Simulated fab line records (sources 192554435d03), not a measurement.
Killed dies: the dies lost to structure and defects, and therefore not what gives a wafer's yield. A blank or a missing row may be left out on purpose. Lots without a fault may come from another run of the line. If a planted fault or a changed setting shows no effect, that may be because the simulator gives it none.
Chamber matching :: flow n5-finfet :: N5_DUMMY_GATE_ALD_02 on ald-sin-03 has 4 sister chambers
The step deposits SiO2, target thk 2 nm, pulse time 1 s. 4 wafers are shown with their chamber, then 8 later ones without.

WAFERS PAIRED WITH THEIR CHAMBERS
wafer: L079.6
chamber: 2
heater-power-w (W): 487

wafer: L081.2
chamber: 0
heater-power-w (W): 456

wafer: L081.4
chamber: 3
heater-power-w (W): 491

wafer: L092.4
chamber: 1
heater-power-w (W): 464

WAFERS WITH NO CHAMBER GIVEN
wafer: L092.5
heater-power-w (W): 461

wafer: L092.6
heater-power-w (W): 463

wafer: L095.2
heater-power-w (W): 462

wafer: L095.4
heater-power-w (W): 484

wafer: L095.6
heater-power-w (W): 439

wafer: L096.1
heater-power-w (W): 463

wafer: L096.2
heater-power-w (W): 502

wafer: L096.3
heater-power-w (W): 501

THE CHAMBER EACH PASSED THROUGH
wafer: L092.5
from the rows above: can't be placed: 1 or 0
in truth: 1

wafer: L092.6
from the rows above: can't be placed: 1 or 0
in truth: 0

wafer: L095.2
from the rows above: can't be placed: 1 or 0
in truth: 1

wafer: L095.4
from the rows above: can't be placed: 2 or 3
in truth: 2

wafer: L095.6
from the rows above: can't be placed: 0 or 1
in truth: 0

wafer: L096.1
from the rows above: can't be placed: 1 or 0
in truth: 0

wafer: L096.2
from the rows above: can't be placed: 3 or 2
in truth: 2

wafer: L096.3
from the rows above: can't be placed: 3 or 2
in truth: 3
Correctly placed: 0 of 8. These rows do not allow placing 8 (true chamber among the candidates in 8). Number placed wrongly: 0.
How it was worked out, from the rows above alone: a wafer's distance from a chamber is the root of the sum, over the readings, of the square of ((its reading less the chamber's mean) divided by the reading's scatter). If the next closest chamber is less than 2 further off than the closest, the wafer can't be placed; otherwise it belongs to the closest. For every chamber, the mean is computed from those of its wafers that are shown. The scatter: root of mean squared gap, hidden wafer to nearest shown wafer, with one shown wafer a chamber.
